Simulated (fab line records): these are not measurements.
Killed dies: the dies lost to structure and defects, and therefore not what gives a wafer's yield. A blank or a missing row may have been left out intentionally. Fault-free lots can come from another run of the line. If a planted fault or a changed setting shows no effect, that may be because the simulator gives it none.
fab line records	flow nandHarc
[record] lots = 11	wafers = 33	lastDay = 25
route steps=1159 shown P_CONTACT@234 P_M0@260 END@1159
lots that met no fault: taken from a fault-free run of the same line
startH: hours from the record's opening day to when the first of the lot's shown wafers began	waitH: hours from the lot's prior step to this one	" the same as in the row above	L1.1+2: a single row standing in for several wafers	- value missing, or start not given	* or withheld: withheld	< > ~ a bound
route shown NAME@n: a module of which the file shows steps, and the number in the route of the first	usual: the fault-free wafers' mean and standard deviation	same: alike in all rows	chamber/n: place in a boat	sites: the reading at each site	_std_site: their standard deviation	_edge_site: the outer-site mean with the inner-site mean subtracted	radiusMm: how far each site lies from the wafer's centre	mask NAME#n: copy n	behind: tool/chamber where the wafer was last shaped	hold: what put the lot on hold/how long, in hours/how the hold closed	device: whichever transistor did not switch (one of n, p or np)	end of line: the same wafers' tests at the end of the route	for a step that has no rows: nothing shown but its recipe	killed: not the wafer's yield, but the dies lost to structure and defects at the first sort	map: a wafer's dies, marking killed ones x, the rest . and places with no die _
set.NAME: setting as actually run; set.NAME@STEP: the setting as run at that earlier step	model.NAME: the simulator's own value behind a step, which no gauge read
a sample of lots followed through the steps of the route, with each step as a table and each wafer as a row
services: a tool's chamber out of use, with start hour (startH, from the record's first day; less than 0 if before it), hours out, and reason
[[steps]]
[step NHARC_P_CONTACT_INSPECT_14]
[usual] rawDefectCount = 3.9/2
lot.wafer	tool	chamber	startH	waitH	rawDefectCount
L871.3	defectInspect-02	-	112.77	0.0	3
L871.5	"	-	"	"	5
L871.6	"	-	"	"	4
L873.1	defectInspect-02	-	126.40	0.0	6
L873.3	"	-	"	"	3
L873.5	"	-	"	"	2
L872.1	defectInspect-01	-	127.35	0.0	5
L872.4	"	-	"	"	2
L872.6	"	-	"	"	2
L874.2	defectInspect-01	-	131.05	0.0	6
L874.5	"	-	"	"	5
L874.6	"	-	"	"	6
L880.1	defectInspect-02	-	169.01	0.0	2
L880.4	"	-	"	"	7
L880.5	"	-	"	"	3
L883.4	defectInspect-02	-	185.91	0.0	4
L883.5	"	-	"	"	2
L883.6	"	-	"	"	0
L881.4	defectInspect-02	-	191.83	0.0	5
L881.5	"	-	"	"	2
L881.6	"	-	"	"	4
L886.2	defectInspect-02	-	205.84	0.0	7
L886.4	"	-	"	"	7
L886.5	"	-	"	"	2
L887.2	defectInspect-02	-	211.73	0.0	8
L887.4	"	-	"	"	1
L887.6	"	-	"	"	0
L892.2	defectInspect-02	-	244.58	0.0	4
L892.3	"	-	"	"	2
L892.5	"	-	"	"	2
L893.1	defectInspect-01	-	248.54	0.0	2
L893.2	"	-	"	"	4
L893.6	"	-	"	"	5
[step NHARC_P_CONTACT_ETCH_18]
[recipe] targetDepthA = 4810	timeS = 240.5	c4f8FlowSccm = 20	o2FlowSccm = 10	arFlowSccm = withheld	rfW = 600	biasW = 1500	chemistry = C4F8/O2/Ar
[usual] oesProductAu = 0.963/0.02	rfVppV = 978/6.2
lot.wafer	tool	chamber	startH	waitH	oesProductAu	rfHoursCounterH	rfVppV
L871.3	rieDiel-02	3	-	-	0.969	15	974
L871.5	"	2	"	"	0.947	-	972
L871.6	"	3	"	"	0.976	-	974
L873.3	rieDiel-09	0	-	-	0.989	4	973
L873.1	"	2	"	"	0.964	4	978
L873.5	"	0	"	"	0.976	-	971
L872.1	rieDiel-02	0	-	-	0.991	17	974
L872.4	"	1	"	"	0.970	14	977
L872.6	"	0	"	"	0.980	-	974
L874.2	rieDiel-02	1	-	-	0.927	15	975
L874.5	"	0	"	"	0.929	-	974
L874.6	"	1	"	"	0.924	-	975
L880.1	rieDiel-02	0	-	-	0.965	1	975
L880.4	"	3	"	"	0.955	-	975
L880.5	"	0	"	"	0.963	-	973
L883.4	rieDiel-09	1	-	-	0.964	8	985
L883.6	"	2	"	"	0.935	-	977
L883.5	"	3	"	"	0.933	-	989
L881.4	rieDiel-02	3	-	-	0.972	4	977
L881.5	"	2	"	"	0.966	-	969
L881.6	"	3	"	"	0.966	-	975
L886.2	rieDiel-02	2	-	-	0.965	3	969
L886.4	"	1	"	"	0.979	5	977
L886.5	"	3	"	"	0.965	-	974
L887.4	rieDiel-09	2	-	-	0.973	13	978
L887.2	"	3	"	"	0.980	12	988
L887.6	"	2	"	"	0.977	-	978
L892.2	rieDiel-09	3	-	-	0.984	16	989
L892.3	"	0	"	"	0.967	17	972
L892.5	"	3	"	"	0.976	-	987
L893.2	rieDiel-09	2	-	-	0.967	17	978
L893.1	"	1	"	"	0.959	15	984
L893.6	"	2	"	"	0.964	-	979
[step NHARC_P_CONTACT_ETCH_31]
[recipe] targetDepthA = 300	timeS = 85.7	ionEnergyEv = 120	overEtchFrac = 1	ch3fFlowSccm = 50	o2FlowSccm = 30	arFlowSccm = 200	rfW = 500	biasW = 100	chemistry = CH3F/O2
[usual] drypumpMotorCurrentA = 5.7/0.38	oesProductAu = 0.986/0.013	rfVppV = 244.2/1.5	showerheadPlenumPTorr = 2.45/0.11	throttleValvePct = 20.663/0.009
lot.wafer	tool	chamber	startH	waitH	drypumpMotorCurrentA	oesProductAu	rfHoursCounterH	rfVppV	showerheadPlenumPTorr	throttleValvePct
L871.3	rieDiel-02	1	-	-	5.8	0.970	13	242.3	2.42	20.671
L871.5	"	2	"	"	5.3	0.974	-	242.1	2.30	20.661
L871.6	"	3	"	"	5.9	0.999	-	243.1	2.40	20.672
L873.3	rieDiel-09	2	-	-	5.7	0.981	4	243.5	2.46	20.652
L873.1	"	3	"	"	6.2	0.998	3	246.4	2.65	20.654
L873.5	"	0	"	"	5.7	1.003	-	243.5	2.35	20.662
L872.4	rieDiel-02	3	-	-	5.9	0.997	17	243.3	2.40	20.662
L872.1	"	0	"	"	5.2	0.997	17	243.5	2.38	20.655
L872.6	"	0	"	"	5.2	0.994	-	243.9	2.38	20.662
L874.2	rieDiel-02	2	-	-	5.3	0.940	15	241.4	2.29	20.666
L874.6	"	3	"	"	5.9	0.965	-	243.2	2.40	20.663
L874.5	"	0	"	"	5.2	0.972	-	243.6	2.38	20.667
L880.1	rieDiel-02	3	-	-	5.9	0.997	1	244.8	2.39	20.673
L880.4	"	3	"	"	6.0	0.989	-	244.9	2.39	20.651
L880.5	"	0	"	"	5.2	0.984	-	244.3	2.38	20.652
L883.4	rieDiel-09	3	-	-	6.2	1.005	10	245.4	2.65	20.663
L883.6	"	3	"	"	6.2	0.997	-	247.4	2.65	20.665
L883.5	"	0	"	"	5.7	0.996	-	242.6	2.34	20.663
L881.4	rieDiel-02	0	-	-	5.2	0.987	4	243.2	2.37	20.657
L881.6	"	0	"	"	5.2	0.989	-	243.2	2.37	20.670
L881.5	"	1	"	"	5.8	0.998	-	243.8	2.42	20.665
L886.4	rieDiel-02	3	-	-	6.0	0.984	5	243.3	2.39	20.654
L886.2	"	1	"	"	5.8	0.978	5	243.4	2.42	20.658
L886.5	"	0	"	"	5.2	0.988	-	243.7	2.37	20.671
L887.4	rieDiel-09	0	-	-	5.7	0.984	13	243.1	2.34	20.672
L887.2	"	1	"	"	5.0	0.980	10	246.5	2.56	20.657
L887.6	"	0	"	"	5.7	0.979	-	241.6	2.34	20.664
L892.3	rieDiel-09	3	-	-	6.2	0.996	16	247.1	2.64	20.666
L892.2	"	0	"	"	5.7	0.983	17	243.1	2.34	20.641
L892.5	"	2	"	"	5.7	0.983	-	246.7	2.45	20.672
L893.2	rieDiel-09	3	-	-	6.2	0.993	16	246.6	2.64	20.662
L893.1	"	1	"	"	5.0	0.978	15	245.0	2.56	20.645
L893.6	"	2	"	"	5.7	0.984	-	244.2	2.45	20.662
[step NHARC_P_M0_EXPOSE_06]
[recipe] na = 1.35	targetCdNm = 90	doseMj = 81.28	maskId = P_M0
[usual] exposureDoseMJCm2 = 81.26/0.071
lot.wafer	tool	chamber	startH	waitH	mask	exposureDoseMJCm2
L871.3	arfiScanner-02	0	125.50	-	P_M0#0	81.25
L871.5	"	0	"	"	P_M0#0	81.27
L871.6	"	0	"	"	P_M0#0	81.20
L873.1	arfiScanner-02	0	135.33	-	P_M0#0	81.25
L873.3	"	0	"	"	P_M0#0	81.20
L873.5	"	0	"	"	P_M0#0	81.29
L872.1	arfiScanner-02	0	135.74	-	P_M0#0	81.31
L872.4	"	0	"	"	P_M0#0	81.29
L872.6	"	0	"	"	P_M0#0	81.26
L874.2	arfiScanner-01	0	136.15	-	P_M0#0	81.35
L874.5	"	0	"	"	P_M0#0	81.24
L874.6	"	0	"	"	P_M0#0	81.24
L880.1	arfiScanner-03	0	173.46	-	P_M0#0	81.13
L880.4	"	0	"	"	P_M0#0	81.26
L880.5	"	0	"	"	P_M0#0	81.25
L883.4	arfiScanner-01	0	194.64	-	P_M0#0	81.27
L883.5	"	0	"	"	P_M0#0	81.13
L883.6	"	0	"	"	P_M0#0	81.24
L881.4	arfiScanner-01	0	195.64	-	P_M0#0	81.27
L881.5	"	0	"	"	P_M0#0	81.29
L881.6	"	0	"	"	P_M0#0	81.26
L886.2	arfiScanner-01	0	217.94	-	P_M0#0	95.88
L886.4	"	0	"	"	P_M0#0	95.97
L886.5	"	0	"	"	P_M0#0	96.03
L887.2	arfiScanner-02	0	218.58	-	P_M0#0	81.24
L887.4	"	0	"	"	P_M0#0	81.24
L887.6	"	0	"	"	P_M0#0	81.29
L892.2	arfiScanner-01	0	248.58	-	P_M0#0	93.16
L892.3	"	0	"	"	P_M0#0	93.10
L892.5	"	0	"	"	P_M0#0	92.92
L893.1	arfiScanner-02	0	252.65	-	P_M0#0	81.16
L893.2	"	0	"	"	P_M0#0	81.27
L893.6	"	0	"	"	P_M0#0	81.09
[step NHARC_P_M0_CD_MEAS_09]
[recipe] targetCdNm = 90	landingEnergyEv = 500
[usual] cdNm = 90.0/0.52
[same] landingEnergyEv = 500
lot.wafer	tool	chamber	startH	waitH	cdNm
L871.3	cdSem-03	0	125.63	-	90.4
L871.5	"	0	"	"	90.7
L871.6	"	0	"	"	90.9
L873.1	cdSem-01	0	135.47	-	90.1
L873.3	"	0	"	"	90.3
L873.5	"	0	"	"	89.8
L872.1	cdSem-01	0	135.88	-	88.0
L872.4	"	0	"	"	89.3
L872.6	"	0	"	"	88.9
L874.2	cdSem-01	0	136.28	-	89.7
L874.5	"	0	"	"	89.8
L874.6	"	0	"	"	89.3
L880.1	cdSem-01	0	173.61	-	90.3
L880.4	"	0	"	"	90.1
L880.5	"	0	"	"	89.7
L883.4	cdSem-03	0	194.77	-	90.4
L883.5	"	0	"	"	89.6
L883.6	"	0	"	"	90.2
L881.4	cdSem-03	0	195.77	-	90.4
L881.5	"	0	"	"	90.0
L881.6	"	0	"	"	90.5
L886.2	cdSem-03	0	218.08	-	100.2
L886.4	"	0	"	"	100.8
L886.5	"	0	"	"	101.1
L887.2	cdSem-01	0	218.72	-	89.6
L887.4	"	0	"	"	90.1
L887.6	"	0	"	"	90.9
L892.2	cdSem-01	0	248.72	-	98.6
L892.3	"	0	"	"	99.0
L892.5	"	0	"	"	98.7
L893.1	cdSem-03	0	252.79	-	89.8
L893.2	"	0	"	"	89.6
L893.6	"	0	"	"	90.0
[step NHARC_END_SORT_01]
[recipe] tempC = 25
[usual] defectLimitedYield = 95.7/1.5	killedAtArray = 25/9.8	killedAtOther = 0.8/1.1	killedAtPeriphery = 3.3/2.1	killedDies = 29/10	killedOpen = 3.3/1.8	killedShort = 1.9/1.4	sort_bin_2_pct = 1.3/0.6	sort_bin_3_pct = 0.25/0.23	sort_bin_4_pct = 2.8/0.97	sortNPass = 648/10	sortRimYieldPct = 95/3.2	sortYieldPct = 95.7/1.5
[same] grossDies = 677	sort_bin_5_pct[%] = 0	sort_bin_6_pct[%] = 0	sort_bin_7_pct[%] = 0	sort_bin_8_pct[%] = 0	sortRimNGross = 106.00
lot.wafer	tool	chamber	startH	waitH	defectLimitedYield[%]	killedAtArray	killedAtOther	killedAtPeriphery	killedDies	killedOpen	killedShort	sort_bin_2_pct[%]	sort_bin_3_pct[%]	sort_bin_4_pct[%]	sortNPass	sortRimYieldPct[%]	sortYieldPct[%]
L881.4	prober-01	0	542.82	3.4	95.6	24	1	5	30	3	4	1.2	0.15	3.1	647	95	95.6
L881.5	prober-01	0	543.61	3.7	95.3	27	1	4	32	5	1	1.2	0.59	3.0	645	95	95.3
L881.6	prober-01	0	544.41	4.0	96.3	23	0	2	25	3	0	0.4	0.30	3.0	652	93	96.3
// killed by level:class
L881.4 A_CHANNEL_HOLE_D1:chamberFilmFlake=18 A_WL_FILL:geometricParticle:short=2 P_STI:chamberFilmFlake=2 P_CONTACT:geometricParticle:open=1 P_M0:geometricParticle:open=1 P_M2:geometricParticle:open=1 A_SGD_CUT:geometricParticle:short=1 A_SLIT:geometricParticle:short=1
L881.5 A_CHANNEL_HOLE_D1:chamberFilmFlake=19 A_CONTACT:geometricParticle:open=2 P_STI:chamberFilmFlake=2 A_M1:chamberFilmFlake=2 P_CONTACT:geometricParticle:open=1 P_M0:geometricParticle:open=1 A_ONON_D1:geometricParticle:open=1 STARTING-WAFER:geometricParticle:short=1
L881.6 A_CHANNEL_HOLE_D1:chamberFilmFlake=12 A_STAIRCASE:chamberFilmFlake=6 P_M0:geometricParticle:open=1 A_CHANNEL_HOLE_D1:geometricParticle:open=1 A_BLC:geometricParticle:open=1 P_GATE:chamberFilmFlake=1 A_SLIT:chamberFilmFlake=1 A_CONTACT:chamberFilmFlake=1
[[services]]
tool	chamber	startH	hours	kind
rieDiel-09	3	90.87	10.5	repair
rieDiel-09	1	102.47	2.5	repair
rieDiel-02	0	105.21	-	clean
rieDiel-02	1	105.21	-	clean
rieDiel-02	2	105.21	-	clean
rieDiel-02	3	105.21	-	clean
rieDiel-09	3	116.09	2.9	repair
rieDiel-02	0	129.72	-	clean
rieDiel-02	1	129.72	-	clean
rieDiel-02	2	129.72	-	clean
rieDiel-02	3	129.72	-	clean
arfiScanner-03	-	140.00	4.0	pm
arfiScanner-02	-	143.43	1.0	repair
rieDiel-02	-	150.03	0.5	repair
rieDiel-02	-	150.73	9.0	pm
rieDiel-02	0	150.73	9.0	ventCycle
rieDiel-02	1	150.73	9.0	ventCycle
rieDiel-02	2	150.73	9.0	ventCycle
arfiScanner-02	-	151.51	0.7	repair
rieDiel-09	-	161.76	0.5	repair
arfiScanner-01	-	163.51	14.6	repair
rieDiel-09	1	170.71	15.8	repair
arfiScanner-01	-	196.00	4.0	pm
arfiScanner-01	-	221.23	2.7	repair
[[key]]
[firstSign] step = NHARC_P_M0_EXPOSE_06	reading = exposureDoseMJCm2	direction = up	sigmas = 99+	usual = 81.26	struck = 94.51
[effect] step = NHARC_P_M0_CD_MEAS_09	reading = cdNm	direction = up	sigmas = 19	usual = 90.0	struck = 99.7	through = controlLoop
metAt NHARC_P_M0_EXPOSE_06
struckLots L886,L892
[loopTrim] step = NHARC_P_M0_EXPOSE_06	setting = dose	lots = L892
notActingAt NHARC_P_CONTACT_INSPECT_14,NHARC_P_CONTACT_ETCH_18,NHARC_P_CONTACT_ETCH_31
onsetBetween 195.64 217.94
[fault] kind = processParameterDrift	tool = arfiScanner-01	chamber = -	onsetH = 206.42	steps = NHARC_P_M0_EXPOSE_06	channel = doseMj	offset = 14.683	shape = step	actsIn = theseRecipesOnly	stated = 81.28
// loopTrim: a control loop set the setting to another value than it would have without faults
